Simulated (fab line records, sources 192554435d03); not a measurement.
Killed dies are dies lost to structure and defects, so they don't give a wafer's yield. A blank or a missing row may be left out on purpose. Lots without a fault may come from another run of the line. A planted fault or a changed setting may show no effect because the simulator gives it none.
Chamber matching | flow n5_finfet | N5_BEOL_M8_ETCH_72 on rie_diel-01: 4 sister chambers
The step etches underlayer in N2/H2, target depth 6.5 nm, time 5.2 s. 18 wafers are shown with their chamber, then 9 later ones without.

WAFERS WITH THEIR CHAMBER
wafer  | chamber | drypump_motor_current_A (A) | showerhead_plenum_p_Torr (Torr) | throttle_valve_pct (%)
L074.1 | 3       | 5.3                         | 2.53                            | 17.88
L074.2 | 2       | 6.4                         | 2.61                            | 17.77
L074.3 | 0       | 5.5                         | 2.57                            | 17.65
L074.4 | 1       | 6.1                         | 2.53                            | 18.17
L074.5 | 3       | 5.3                         | 2.53                            | 17.89
L074.6 | 0       | 5.4                         | 2.57                            | 17.64
L075.1 | 2       | 6.4                         | 2.61                            | 17.76
L075.4 | 1       | 6.1                         | 2.53                            | 18.18
L075.5 | 0       | 5.5                         | 2.57                            | 17.64
L077.1 | 1       | 6.1                         | 2.53                            | 18.20
L077.2 | 0       | 5.5                         | 2.56                            | 17.66
L077.4 | 3       | 5.3                         | 2.52                            | 17.91
L081.1 | 3       | 5.3                         | 2.52                            | 17.93
L081.3 | 1       | 6.1                         | 2.53                            | 18.21
L081.6 | 3       | 5.3                         | 2.52                            | 17.95
L084.1 | 0       | 5.5                         | 2.56                            | 17.69
L084.2 | 2       | 6.4                         | 2.60                            | 17.35
L084.5 | 0       | 5.5                         | 2.56                            | 17.70

SIGNATURES (means of the wafers above)
reading                  | chamber 0 | chamber 1 | chamber 2 | chamber 3 | scatter within a chamber
drypump_motor_current_A  | 5.483     | 6.100     | 6.400     | 5.300     | 0.0244
showerhead_plenum_p_Torr | 2.5650    | 2.5300    | 2.6067    | 2.5240    | 0.0049
throttle_valve_pct       | 17.6633   | 18.1900   | 17.6267   | 17.9120   | 0.0935
Rule: a wafer's distance from a chamber is the root of the sum, over the readings, of the square of ((its reading less the chamber's mean) divided by the reading's scatter). The wafer belongs to the nearest chamber; if the next one is less than 2 further off, it can't be placed. The scatter: the root of (the sum of the squares of (reading less its chamber's mean) over the shown wafers, divided by (wafers less chambers)).

WAFERS WITHOUT THEIR CHAMBER
wafer  | drypump_motor_current_A (A) | showerhead_plenum_p_Torr (Torr) | throttle_valve_pct (%)
L085.2 | 5.5                         | 2.56                            | 17.71
L085.5 | 5.5                         | 2.56                            | 17.69
L085.6 | 6.1                         | 2.52                            | 18.22
L095.2 | 5.5                         | 2.55                            | 17.73
L095.4 | 5.5                         | 2.55                            | 17.74
L095.5 | 6.4                         | 2.59                            | 17.39
L094.1 | 5.5                         | 2.54                            | 17.74
L094.3 | 6.1                         | 2.51                            | 17.91
L094.6 | 5.5                         | 2.54                            | 17.74

WHICH CHAMBER EACH WENT THROUGH
wafer  | from the rows above | in truth
L085.2 | 0                   | 0
L085.5 | 0                   | 0
L085.6 | 1                   | 1
L095.2 | 0                   | 0
L095.4 | 0                   | 0
L095.5 | 2                   | 2
L094.1 | 0                   | 0
L094.3 | 1                   | 1
L094.6 | 0                   | 0
Placed correctly: 9 of 9. Can't be placed from these rows: 0. Placed wrongly: 0.
